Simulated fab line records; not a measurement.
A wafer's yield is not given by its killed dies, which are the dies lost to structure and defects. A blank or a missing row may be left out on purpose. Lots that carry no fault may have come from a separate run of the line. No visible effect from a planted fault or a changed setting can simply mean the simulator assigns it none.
fab line records ; flow nandHarc
record: lots: 6; wafers: 16; lastDay: 32
route steps=1302 shown A_ONON_D1@428
lots that met no fault: from a run of the same line without faults
startH: start of the lot's first displayed wafer, in hours after the record's first day ; waitH: time in hours since the lot's previous step ; " same as the row above ; L1.1+2: one row covering several wafers at once ; - no value present, or no start provided ; * or withheld: withheld ; < > ~ a bound
route shown NAME@n: a module of which the file shows steps, and the number in the route of the first ; usual: the fault-free wafers' mean and standard deviation ; same: alike in all rows ; chamber/n: place in a boat ; sites: readings site by site ; _std_site: the standard deviation of these ; _edge_site: outer sites' mean less inner sites' ; radiusMm: for every site, how far away it sits from the centre of the wafer ; mask NAME#n: copy n ; behind: tool/chamber where the wafer was last shaped ; hold: what put the lot on hold/how long, in hours/how the hold closed ; device: the transistor (n, p or np) that didn't switch ; end of line: the route-end tests of the same wafers ; for a step that has no rows: nothing shown but its recipe ; killed: count of dies lost to structure and defects at first sort (not the wafer's yield) ; map: a wafer's dies, x killed, . not, _ none there
set.NAME: the setting that was run; set.NAME@STEP: the one run at that earlier step ; model.NAME: the simulator's own value behind a step, which no gauge read
a table for each step, a row for each wafer; lots at some steps of the route
services: the hour from which a tool's chamber was out of use, counted from the record's first day as startH (under 0 if before that day), plus the number of hours and why
== steps ==
step: NHARC_A_ONON_D1_DEP_06
recipe: targetThkA: 10000; n2FlowSccm: 2750; n2oFlowSccm: 2000; nh3FlowSccm: 500; sih4FlowSccm: 210; tempC: 400
step: NHARC_A_ONON_D1_THK_MEAS_08
recipe: thkMeasGauge: ellipsometry
usual: thkNm: 1003/10
lot.wafer;tool;chamber;startH;waitH;thkNm
L996.1;filmMetro-01;-;212.31;-;1007
L996.4;filmMetro-01;-;212.31;-;1007
L996.5;filmMetro-01;-;212.31;-;1008
L100.2;filmMetro-01;-;259.87;-;1006
L100.3;filmMetro-01;-;259.87;-;1007
L100.5;filmMetro-01;-;259.87;-;1004
L108.3;filmMetro-01;-;339.07;-;975
L108.4;filmMetro-01;-;339.07;-;973
L109.1;filmMetro-01;-;352.29;-;996
L109.2;filmMetro-01;-;352.29;-;993
L109.5;filmMetro-01;-;352.29;-;995
L110.1;filmMetro-01;-;357.33;-;1001
L110.3;filmMetro-01;-;357.33;-;1002
L112.1;filmMetro-01;-;371.13;-;1007
L112.5;filmMetro-01;-;371.13;-;1005
L112.6;filmMetro-01;-;371.13;-;1006
step: NHARC_A_ONON_D1_DEP_09
recipe: targetThkA: 10000; n2FlowSccm: 2750; n2oFlowSccm: 2000; nh3FlowSccm: 500; sih4FlowSccm: 210; tempC: 400
step: NHARC_A_ONON_D1_THK_MEAS_11
recipe: thkMeasGauge: ellipsometry
usual: thkNm: 996/9
lot.wafer;tool;chamber;startH;waitH;thkNm
L996.1;filmMetro-02;-;212.87;-;996
L996.4;filmMetro-02;-;212.87;-;996
L996.5;filmMetro-02;-;212.87;-;999
L100.2;filmMetro-01;-;260.44;-;996
L100.3;filmMetro-01;-;260.44;-;997
L100.5;filmMetro-01;-;260.44;-;995
L108.3;filmMetro-02;-;339.63;-;970
L108.4;filmMetro-02;-;339.63;-;970
L109.1;filmMetro-01;-;352.85;-;987
L109.2;filmMetro-01;-;352.85;-;988
L109.5;filmMetro-01;-;352.85;-;988
L110.1;filmMetro-02;-;357.89;-;994
L110.3;filmMetro-02;-;357.89;-;995
L112.1;filmMetro-01;-;371.70;-;1004
L112.5;filmMetro-01;-;371.70;-;1003
L112.6;filmMetro-01;-;371.70;-;1005
step: NHARC_A_ONON_D1_DEP_12
recipe: targetThkA: 10000; n2FlowSccm: 2750; n2oFlowSccm: 2000; nh3FlowSccm: 500; sih4FlowSccm: 210; tempC: 400
step: NHARC_A_ONON_D1_THK_MEAS_14
recipe: thkMeasGauge: ellipsometry
usual: thkNm: 1001/9.6
lot.wafer;tool;chamber;startH;waitH;thkNm
L996.1;filmMetro-01;-;213.45;-;1000
L996.4;filmMetro-01;-;213.45;-;1001
L996.5;filmMetro-01;-;213.45;-;999
L100.2;filmMetro-01;-;261.01;-;984
L100.3;filmMetro-01;-;261.01;-;985
L100.5;filmMetro-01;-;261.01;-;982
L108.3;filmMetro-01;-;340.20;-;994
L108.4;filmMetro-01;-;340.20;-;994
L109.1;filmMetro-01;-;353.42;-;1008
L109.2;filmMetro-01;-;353.42;-;1010
L109.5;filmMetro-01;-;353.42;-;1011
L110.1;filmMetro-02;-;358.46;-;1007
L110.3;filmMetro-02;-;358.46;-;1006
L112.1;filmMetro-01;-;372.26;-;1012
L112.5;filmMetro-01;-;372.26;-;1010
L112.6;filmMetro-01;-;372.26;-;1010
step: NHARC_A_ONON_D1_ANNEAL_15
recipe: tempC: 750; timeS: 3600
step: NHARC_A_ONON_D1_DEP_16
recipe: targetThkA: 10000; n2FlowSccm: 2750; n2oFlowSccm: 2000; nh3FlowSccm: 500; sih4FlowSccm: 210; tempC: 400
step: NHARC_A_ONON_D1_THK_MEAS_18
recipe: thkMeasGauge: ellipsometry
usual: thkNm: 999/8.7
lot.wafer;tool;chamber;startH;waitH;thkNm
L996.1;filmMetro-02;-;222.44;-;1013
L996.4;filmMetro-02;-;222.44;-;1013
L996.5;filmMetro-02;-;222.44;-;1012
L100.2;filmMetro-01;-;271.11;-;996
L100.3;filmMetro-01;-;271.11;-;997
L100.5;filmMetro-01;-;271.11;-;997
L108.3;filmMetro-01;-;349.03;-;985
L108.4;filmMetro-01;-;349.03;-;986
L110.1;filmMetro-01;-;365.20;-;989
L110.3;filmMetro-01;-;365.20;-;991
L109.1;filmMetro-01;-;365.20;-;997
L109.2;filmMetro-01;-;365.20;-;995
L109.5;filmMetro-01;-;365.20;-;996
L112.1;filmMetro-01;-;376.79;-;1017
L112.5;filmMetro-01;-;376.79;-;1016
L112.6;filmMetro-01;-;376.79;-;1016
step: NHARC_A_ONON_D1_DEP_19
recipe: targetThkA: 10000; n2FlowSccm: 2750; n2oFlowSccm: 2000; nh3FlowSccm: 500; sih4FlowSccm: 210; tempC: 400
step: NHARC_A_ONON_D1_THK_MEAS_21
recipe: thkMeasGauge: ellipsometry
usual: thkNm: 999/10
lot.wafer;tool;chamber;startH;waitH;thkNm
L996.1;filmMetro-01;-;223.01;-;984
L996.4;filmMetro-01;-;223.01;-;985
L996.5;filmMetro-01;-;223.01;-;989
L100.2;filmMetro-02;-;271.68;-;988
L100.3;filmMetro-02;-;271.68;-;990
L100.5;filmMetro-02;-;271.68;-;990
L108.3;filmMetro-01;-;349.59;-;999
L108.4;filmMetro-01;-;349.59;-;998
L110.1;filmMetro-02;-;365.76;-;1020
L110.3;filmMetro-02;-;365.76;-;1019
L109.1;filmMetro-01;-;365.77;-;1007
L109.2;filmMetro-01;-;365.77;-;1010
L109.5;filmMetro-01;-;365.77;-;1007
L112.1;filmMetro-01;-;377.36;-;1006
L112.5;filmMetro-01;-;377.36;-;1006
L112.6;filmMetro-01;-;377.36;-;1007
step: NHARC_A_ONON_D1_DEP_22
recipe: targetThkA: 10000; n2FlowSccm: 2750; n2oFlowSccm: 2000; nh3FlowSccm: 500; sih4FlowSccm: 210; tempC: 400
lot.wafer;tool;chamber;startH;waitH
L996.1+4+5;pecvdOnon-04;0;223.07;0.1
L100.2+3+5;pecvdOnon-02;0;271.82;0.1
L108.3+4;pecvdOnon-02;0;349.76;0.2
L110.1+3;pecvdOnon-02;0;365.82;0.1
L109.1+2+5;pecvdOnon-04;0;365.83;0.1
L112.1+5+6;pecvdOnon-04;0;377.42;0.1
step: NHARC_A_ONON_D1_THK_MEAS_24
recipe: thkMeasGauge: ellipsometry
usual: thkNm: 1000/9
lot.wafer;tool;chamber;startH;waitH;thkNm
L996.1;filmMetro-01;-;223.58;-;1005
L996.4;filmMetro-01;-;223.58;-;1005
L996.5;filmMetro-01;-;223.58;-;1006
L100.2;filmMetro-01;-;272.27;-;984
L100.3;filmMetro-01;-;272.27;-;985
L100.5;filmMetro-01;-;272.27;-;988
L108.3;filmMetro-02;-;350.16;-;1503
L108.4;filmMetro-02;-;350.16;-;997
L110.1;filmMetro-01;-;366.32;-;1513
L110.3;filmMetro-01;-;366.32;-;1513
L109.1;filmMetro-02;-;366.34;-;1004
L109.2;filmMetro-02;-;366.34;-;1003
L109.5;filmMetro-02;-;366.34;-;1003
L112.1;filmMetro-01;-;377.94;-;995
L112.5;filmMetro-01;-;377.94;-;996
L112.6;filmMetro-01;-;377.94;-;994
step: NHARC_A_ONON_D1_DEP_25
recipe: targetThkA: 10000; n2FlowSccm: 2750; n2oFlowSccm: 2000; nh3FlowSccm: 500; sih4FlowSccm: 210; tempC: 400
== services ==
tool;chamber;startH;hours;kind
pecvdOnon-04;-;311.00;13.0;pm
pecvdOnon-02;-;366.17;13.0;pm
== key ==
firstSign: step: NHARC_A_ONON_D1_THK_MEAS_24; reading: thkNm; direction: up; sigmas: 56; usual: 1000; struck: 1510
effect none on later readings
metAt NHARC_A_ONON_D1_DEP_22
struckWafers L108.3,L110.1,L110.3
sortLeftOut L108.3,L110.1,L110.3
testerLeftOut L108,L110
onsetBetween 271.82 349.76
fault: kind: processParameterDrift; tool: pecvdOnon-02; chamber: -; onsetH: 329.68; steps: NHARC_A_ONON_D1_DEP_22; channel: targetThkA; offset: *; shape: step; endH: 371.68; scope: struckWafersOnly; actsIn: *; stated: *
testerLeftOut: of these lots the tester's yield and bins aren't shown, on N5 and GAA mostly nor the transistor test; their killed dies are dies lost to structure and defects alone, not to doping, threshold or leakage, so they don't give the yield
sortLeftOut: the simulated sort isn't trusted on such a fault, so these wafers' sort isn't shown, and their yield isn't known
